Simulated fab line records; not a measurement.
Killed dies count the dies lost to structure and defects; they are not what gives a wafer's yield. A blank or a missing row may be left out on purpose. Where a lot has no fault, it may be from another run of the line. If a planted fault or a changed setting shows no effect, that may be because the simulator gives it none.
Chamber matching ; flow n5_finfet ; N5_BEOL_M14_STRIP_37 on rie_diel-02: 4 sister chambers
The step strips in O2. 8 wafers are shown with their chamber, then 8 later ones without.

== EACH WAFER AND ITS CHAMBER ==
wafer;chamber;drypump_motor_current_A (A);showerhead_plenum_p_Torr (Torr)
L081.1;0;6.1;1.98
L086.1;0;6.2;1.98
L086.3;1;5.2;2.08
L086.5;3;4.8;2.15
L088.1;3;4.9;2.14
L088.3;2;5.8;2.15
L088.4;1;5.2;2.07
L087.3;2;5.8;2.14

== WAFERS WHOSE CHAMBER IS MISSING ==
wafer;drypump_motor_current_A (A);showerhead_plenum_p_Torr (Torr)
L087.4;5.2;2.07
L087.6;6.1;1.97
L094.1;4.9;2.14
L094.3;6.1;1.97
L094.5;4.8;2.14
L097.2;4.9;2.13
L097.3;5.2;2.06
L097.5;4.9;2.14

== WHICH CHAMBER EACH ONE RAN IN ==
wafer;from the rows above;in truth
L087.4;1;1
L087.6;0;0
L094.1;3;3
L094.3;0;0
L094.5;3;3
L097.2;3;3
L097.3;1;1
L097.5;3;3
Correct placement for 8 of the 8. From these rows, 0 cannot be placed. Number placed wrongly: 0.
How it was worked out, from the rows above alone: a wafer's distance from a chamber is the root of the sum, over the readings, of the square of ((its reading less the chamber's mean) divided by the reading's scatter). The wafer belongs to the nearest chamber; if the next one is less than 2 further off, it can't be placed. Each chamber's mean is taken over the wafers shown for it. The scatter: the root of (the sum of the squares of (reading less its chamber's mean) over the shown wafers, divided by (wafers less chambers)).
